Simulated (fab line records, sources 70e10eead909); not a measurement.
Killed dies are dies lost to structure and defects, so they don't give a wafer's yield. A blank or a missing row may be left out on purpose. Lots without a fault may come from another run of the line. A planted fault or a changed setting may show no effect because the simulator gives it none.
Chamber matching | flow nand_harc | NHARC_P_BONDPAD_CMP_19 on cmp-01: 4 sister chambers
The step polishes, t overpolish 30 s, cu recess touch 16 s, target thk 160.81 nm. 8 wafers are shown with their chamber, then 8 later ones without.

WAFERS WITH THEIR CHAMBER
wafer  | chamber | motor_current_A (A) | overpolish_run_s (s)
L083.1 | 2       | 12.5                | 29.986
L083.5 | 3       | 11.1                | 30.001
L085.4 | 0       | 11.9                | 30.017
L085.5 | 0       | 12.8                | 29.990
L090.1 | 1       | 13.5                | 30.012
L090.3 | 3       | 11.0                | 29.979
L090.5 | 2       | 11.7                | 29.991
L091.1 | 1       | 13.5                | 30.000

WAFERS WITHOUT THEIR CHAMBER
wafer  | motor_current_A (A) | overpolish_run_s (s)
L091.2 | 11.1                | 30.009
L091.5 | 12.5                | 30.006
L092.1 | 12.7                | 30.004
L092.2 | 12.2                | 30.003
L092.4 | 13.3                | 29.988
L095.1 | 12.1                | 30.007
L095.2 | 11.6                | 30.007
L095.5 | 11.8                | 30.004

WHICH CHAMBER EACH WENT THROUGH
wafer  | from the rows above          | in truth
L091.2 | can't be placed: 3 or 2 or 0 | 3
L091.5 | can't be placed: 0 or 2 or 1 | 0
L092.1 | can't be placed: 0 or 2 or 1 | 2
L092.2 | can't be placed: 0 or 2      | 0
L092.4 | can't be placed: 1 or 0 or 2 | 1
L095.1 | can't be placed: 0 or 2      | 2
L095.2 | can't be placed: 0 or 3 or 2 | 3
L095.5 | can't be placed: 0 or 2 or 3 | 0
Placed correctly: 0 of 8. Can't be placed from these rows: 8 (the true chamber is among the candidates in 8). Placed wrongly: 0.
How it was worked out, from the rows above alone: a wafer's distance from a chamber is the root of the sum, over the readings, of the square of ((its reading less the chamber's mean) divided by the reading's scatter). The wafer belongs to the nearest chamber; if the next one is less than 2 further off, it can't be placed. A chamber's mean is the mean of its shown wafers. The scatter: the root of (the sum of the squares of (reading less its chamber's mean) over the shown wafers, divided by (wafers less chambers)).
